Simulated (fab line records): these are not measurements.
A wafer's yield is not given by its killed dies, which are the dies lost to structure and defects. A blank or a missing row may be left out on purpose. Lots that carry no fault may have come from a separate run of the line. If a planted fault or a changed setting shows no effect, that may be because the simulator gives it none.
Which tool is to blame? | flow n5Finfet | Sampling: 9 lots, 26 wafers, 7 of 1938 route steps

== WHAT EACH GAUGE READ, for each wafer ==
N5_BEOL_M1_THK_MEAS_53: measures by xrf.
lot  | measured     | on           | M1_THK (nm)
L949 | day 6 12:49  | filmMetro-01 | 41.4 39.7 44.3
L950 | day 6 22:50  | filmMetro-02 | 39.0 39.2 41.5
L952 | day 7 13:50  | filmMetro-01 | 37.6 38.7 38.6
L951 | day 7 15:46  | filmMetro-02 | 40.7 42.0
L956 | day 8 14:22  | filmMetro-02 | 146.7 38.9 39.4
L957 | day 8 22:09  | filmMetro-01 | 150.9 38.7 38.9
L967 | day 11 18:23 | filmMetro-01 | 39.1 37.1 39.9
L968 | day 12 03:50 | filmMetro-02 | 41.1 37.6 39.0
L971 | day 12 18:11 | filmMetro-01 | 40.3 40.5 41.0

N5_BEOL_M1_INSPECT_59: inspects for defects (darkfield).
lot  | measured     | on               | rawDefectCount
L949 | day 6 13:09  | defectInspect-02 | 71 101 106
L950 | day 6 23:08  | defectInspect-01 | 58 60 78
L952 | day 7 14:07  | defectInspect-01 | 56 63 102
L951 | day 7 16:03  | defectInspect-01 | 90 126
L956 | day 8 14:40  | defectInspect-01 | 1627 58 88
L957 | day 8 22:26  | defectInspect-01 | 1579 77 114
L967 | day 11 18:40 | defectInspect-02 | 51 90 45
L968 | day 12 04:07 | defectInspect-01 | 28 62 30
L971 | day 12 18:28 | defectInspect-02 | 71 64 85

N5_BEOL_M4_RC_MEAS_101.
lot  | measured     | on        | DIBL_N (mV/V)  | DIBL_P (mV/V)  | IOFF_N (nA/um)    | IOFF_P (nA/um) | ION_N (uA/um) | ION_P (uA/um) | SS_N (mV/dec)  | SS_P (mV/dec)  | VT_N (mV)   | VT_P (mV)
L949 | day 9 11:49  | prober-02 | 36.7 36.7 33.5 | 35.8 35.5 31.3 | 0.154 0.141 0.101 | 0.20 0.19 0.15 | 674 657 650   | 462 454 450   | 72.0 71.0 71.0 | 73.0 73.0 72.1 | 251 254 255 | -253 -254 -256
L950 | day 9 13:56  | prober-02 | 37.0 35.3 35.9 | 37.4 34.5 34.9 | 0.162 0.136 0.135 | 0.21 0.17 0.18 | 683 675 659   | 468 464 451   | 70.9 71.0 70.8 | 74.1 72.6 73.1 | 248 249 252 | -250 -253 -255
L952 | day 10 03:13 | prober-01 | 37.4 35.9 37.2 | 36.7 35.6 37.0 | 0.151 0.125 0.155 | 0.20 0.18 0.20 | 674 656 680   | 461 455 463   | 71.8 71.3 72.1 | 73.6 73.2 73.6 | 253 255 250 | -252 -250 -253
L951 | day 9 22:49  | prober-01 | 36.7 35.8      | 37.3 35.5      | 0.176 0.165       | 0.21 0.19      | 670 667       | 452 456       | 71.8 71.8      | 73.2 73.5      | 251 247     | -251 -254
L956 | day 11 06:05 | prober-01 | 35.1 36.6      | 34.1 36.1      | 0.124 0.150       | 0.15 0.18      | 647 663       | 441 451       | 71.6 72.1      | 72.7 73.1      | 255 251     | -255 -256
L957 | day 11 07:10 | prober-01 | 34.2 36.2      | 35.2 38.0      | 0.129 0.170       | 0.19 0.23      | 661 678       | 457 463       | 71.1 71.6      | 73.3 73.7      | 252 249     | -252 -247
L967 | day 14 05:24 | prober-02 | 35.8 33.6 34.9 | 34.9 31.3 33.4 | 0.155 0.109 0.135 | 0.19 0.14 0.17 | 680 653 674   | 462 449 463   | 71.8 71.5 71.9 | 72.8 73.0 72.8 | 249 257 250 | -252 -256 -253
L968 | day 14 16:58 | prober-02 | 35.5 36.1 35.4 | 33.7 34.1 33.8 | 0.136 0.144 0.135 | 0.21 0.21 0.20 | 674 661 664   | 473 459 459   | 70.9 71.4 71.3 | 72.8 73.5 73.4 | 254 251 251 | -250 -246 -247
L971 | day 15 11:20 | prober-02 | 34.3 31.8 33.2 | 34.4 30.1 32.1 | 0.129 0.087 0.113 | 0.17 0.11 0.14 | 655 632 658   | 454 435 449   | 70.4 71.7 71.2 | 72.7 71.6 72.2 | 250 259 255 | -253 -261 -258

== WHICH TOOL RAN EACH LOT (tool, then ch and the chambers of the sampled wafers, then the start) ==
lot  | N5_BEOL_M1_SPUTTER_79       | N5_BEOL_M1_SPUTTER_92       | N5_BEOL_M1_CMP_52             | N5_BEOL_M1_DEP_57
L949 | pvdSputter-03, day 6 10:18  | pvdSputter-03, day 6 11:24  | cmp-02 ch 1,2,3, day 6 12:34  | pecvd-02 ch 0,2, day 6 13:04
L950 | pvdSputter-03, day 6 20:29  | pvdSputter-03, day 6 21:35  | cmp-02 ch 1,2,3, day 6 22:35  | pecvd-02 ch 1,2, day 6 23:02
L952 | pvdSputter-03, day 7 11:30  | pvdSputter-03, day 7 12:36  | cmp-01 ch 0,2,3, day 7 13:34  | pecvd-01 ch 0,1,2, day 7 14:01
L951 | pvdSputter-01, day 7 13:14  | pvdSputter-01, day 7 14:20  | cmp-02 ch 2, day 7 15:31      | pecvd-01 ch 0,2, day 7 15:58
L956 | pvdSputter-01, day 8 11:55  | pvdSputter-01, day 8 13:06  | cmp-02 ch 0,2,3, day 8 14:09  | pecvd-01 ch 0,1, day 8 14:34
L957 | pvdSputter-03, day 8 19:50  | pvdSputter-03, day 8 20:56  | cmp-02 ch 0,1,3, day 8 21:52  | pecvd-03 ch 0,1,2, day 8 22:21
L967 | pvdSputter-03, day 11 16:04 | pvdSputter-03, day 11 17:10 | cmp-04 ch 0,1,2, day 11 18:08 | pecvd-03 ch 0,2, day 11 18:35
L968 | pvdSputter-03, day 12 01:30 | pvdSputter-03, day 12 02:36 | cmp-01 ch 0,1,3, day 12 03:32 | pecvd-03 ch 1,2, day 12 04:01
L971 | pvdSputter-01, day 12 15:52 | pvdSputter-01, day 12 16:58 | cmp-01 ch 1,2,3, day 12 17:56 | pecvd-03 ch 0,1, day 12 18:23
- N5_BEOL_M1_SPUTTER_79: material Cu, target thk 4.5 nm, time 8.29 s.
- N5_BEOL_M1_SPUTTER_92: material Cu, target thk 4.5 nm, time 8.29 s.
- N5_BEOL_M1_CMP_52: polishes, stops on SiOC, t overpolish 6.8 s, target thk 40 nm.
- N5_BEOL_M1_DEP_57: deposits SiCN from 3MS/NH3, target thk 8 nm, time 14 s.

== WHAT THE TOOLS THEMSELVES READ (means of the sampled wafers that have a number; where no wafer has one, the mark that the record gives instead) ==
N5_BEOL_M1_SPUTTER_79.
lot  | tool          | throttleValvePct (%)
L949 | pvdSputter-03 | 30.2
L950 | pvdSputter-03 | 30.1
L952 | pvdSputter-03 | 29.8
L951 | pvdSputter-01 | 30.0
L956 | pvdSputter-01 | 30.1
L957 | pvdSputter-03 | 29.9
L967 | pvdSputter-03 | 30.1
L968 | pvdSputter-03 | 29.7
L971 | pvdSputter-01 | 29.4

N5_BEOL_M1_SPUTTER_92.
lot  | tool          | throttleValvePct (%)
L949 | pvdSputter-03 | 29.9
L950 | pvdSputter-03 | 30.1
L952 | pvdSputter-03 | 29.8
L951 | pvdSputter-01 | 29.9
L956 | pvdSputter-01 | 30.0
L957 | pvdSputter-03 | 29.8
L967 | pvdSputter-03 | 30.0
L968 | pvdSputter-03 | 29.5
L971 | pvdSputter-01 | 29.5

N5_BEOL_M1_CMP_52.
lot  | tool   | barrierFieldEndpointS (s) | motorCurrentA (A) | overpolishRunS (s) | retainingRingPressureFrac | timeToEndpointS (s)
L949 | cmp-02 | 25.1                      | 6.0               | 6.792              | 0.998                     | 68
L950 | cmp-02 | 25.6                      | 6.1               | 6.805              | 0.997                     | 70
L952 | cmp-01 | 24.5                      | 6.4               | 6.812              | 1.002                     | 63
L951 | cmp-02 | 25.0                      | 5.8               | 6.803              | 1.003                     | 64
L956 | cmp-02 | 30.5                      | 5.7               | 4.544              | 1.005                     | 71
L957 | cmp-02 | 30.3                      | 5.7               | 4.554              | 1.002                     | 70
L967 | cmp-04 | 24.4                      | 5.9               | 6.801              | 1.000                     | 59
L968 | cmp-01 | 24.4                      | 6.3               | 6.799              | 0.994                     | 59
L971 | cmp-01 | 24.7                      | 5.7               | 6.805              | 0.999                     | 65

N5_BEOL_M1_DEP_57.
lot  | tool     | chamberPressureTorr (Torr) | showerheadPlenumPTorr (Torr) | throttleValvePct (%)
L949 | pecvd-02 | 2.993                      | 3.661                        | 9.2
L950 | pecvd-02 | 2.996                      | 3.660                        | 8.7
L952 | pecvd-01 | 2.994                      | 3.666                        | 9.7
L951 | pecvd-01 | 2.998                      | 3.658                        | 10.1
L956 | pecvd-01 | 3.001                      | 3.664                        | 9.3
L957 | pecvd-03 | 2.999                      | 3.664                        | 9.4
L967 | pecvd-03 | 3.003                      | 3.671                        | 9.0
L968 | pecvd-03 | 2.998                      | 3.669                        | 9.7
L971 | pecvd-03 | 3.001                      | 3.663                        | 9.6

== THE ANSWER, worked out from the rows above alone ==
Rule: the usual values come from the lots themselves. The widest of any qualifying gaps counts: lots, ordered by their means at a reading, are off when they make up no more than a third of the lots, leave a main group of 4 or more, and stand apart from it by 3 or more times the standard deviation of that group's means. If all means in a main group match to the digits the tables above print for the reading, that group is not used. Also off: a lot with no number at a reading for which 4 or more lots have one. The other lots that the step has rows for count as sound. Order of review: gauges by route order, followed by the tools' own readings, for which a lot's mean as printed above is used. At the first step where some lot is off, the reading lying furthest off is the one used; lots without a number count as furthest.
Off: L956, L957, at N5_BEOL_M1_THK_MEAS_53 (M1_THK). Main group: mean 40.0 nm, sd 1.2.
If a tool, at a process step before that reading, ran all the lots that are off and no sound lot after the first of them, it fits. The gauges at N5_BEOL_M1_THK_MEAS_53 aren't tried: what is off there is off at N5_BEOL_M1_INSPECT_59 too, on other tools, and a gauge's error can't cause that. One fits: cmp-02 at N5_BEOL_M1_CMP_52. Its last sound lot is L951 (day 7 15:31), its first lot that is off L956 (day 8 14:09): a fault that began between those two fits.
The tool's own readings at N5_BEOL_M1_CMP_52 bear it out: on the lots that are off they differ by more than 5 times the standard deviation of the sound lots' means. barrierFieldEndpointS reads 30.4 s there against 24.8 s on the sound lots; overpolishRunS reads 4.549 s there against 6.802 s on the sound lots.

== WHAT THE SIMULATOR HAD INSERTED ==
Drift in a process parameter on cmp-02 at N5_BEOL_M1_CMP_52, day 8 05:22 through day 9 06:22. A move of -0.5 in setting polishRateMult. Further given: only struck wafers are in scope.
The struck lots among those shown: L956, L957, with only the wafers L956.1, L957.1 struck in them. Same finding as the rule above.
